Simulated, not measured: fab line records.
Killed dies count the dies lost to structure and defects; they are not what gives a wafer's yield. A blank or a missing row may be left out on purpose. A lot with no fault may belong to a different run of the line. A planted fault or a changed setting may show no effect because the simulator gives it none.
Comparing a struck lot with a sound one    flow nand harc    11 steps out of a route of 1302
Sound: wafers L261.1, L261.3, L261.5. The struck wafers were L265.1, L265.4, L265.5. Last of all comes the cause.
At each step with rows: each side's tool, then ch and its chambers, then its first start. Under that, the readings that differ: sound wafers    struck wafers    difference of the means    sigmas: that difference in standard deviations of wafers without a fault.
alike: readings whose means differ by less than 2 such deviations, and words and numbers that are the same on both sides. not compared: withheld readings, readings that some wafer has no value for, bounds like >300 that may hide the same value, and numbers for which the record gives no deviation and whose values overlap.
A row with sigmas, a row that says differs or no value, or rows on one side alone: a step with any of these is where the two part. Numbers that don't overlap but have no deviation are shown without sigmas and don't part them. A reading that every wafer of one side lacks parts them only if that side has two wafers or more.

NHARC_A_STAIRCASE_DEP_322: deposits SiO2, target thk 7200 nm.
  sound on pecvd-02 ch 0,1,2, day 20 13:53; struck on pecvd-01 ch 0,2, day 22 03:23
  alike: heater power w, mfc precursor sccm
  not compared: since wet clean h
then, 1 step without rows for these wafers: NHARC_A_STAIRCASE_ANNEAL_323 (time 1800 s).
NHARC_A_STAIRCASE_DEP_325: deposits SiO2, target thk 7200 nm.
  sound on pecvd-01 ch 0,1,2, day 20 21:40; struck on pecvd-03 ch 0, day 22 12:47
  alike: heater power w, mfc precursor sccm
  not compared: since wet clean h
then, 6 steps without rows for these wafers: NHARC_A_STAIRCASE_ANNEAL_326 (time 1800 s); NHARC_A_STAIRCASE_DEHYDRATE_433 (time 120 s); NHARC_A_STAIRCASE_HMDS_434 (time 30 s); NHARC_A_STAIRCASE_COAT_435; NHARC_A_STAIRCASE_SOFTBAKE_436 (time 170 s); NHARC_A_STAIRCASE_EBR_437.
NHARC_A_STAIRCASE_EXPOSE_438: exposes mask STAIR REV.
  sound on krf scanner-03 ch 0, day 21 08:21; struck on krf scanner-03, day 22 20:26
  no value came back on the struck wafers for exposure dose mJ cm2, focus offset nm (nm), na; on the sound wafers exposure dose mJ cm2 reads 28.96 29.00 28.96
  alike: mask
then, 1 step without rows for these wafers: NHARC_A_STAIRCASE_PEB_439 (peb time 130 s).

== WHERE THEY PART ==
Only at NHARC_A_STAIRCASE_EXPOSE_438, within this record.

WHY: whatever the simulator had introduced
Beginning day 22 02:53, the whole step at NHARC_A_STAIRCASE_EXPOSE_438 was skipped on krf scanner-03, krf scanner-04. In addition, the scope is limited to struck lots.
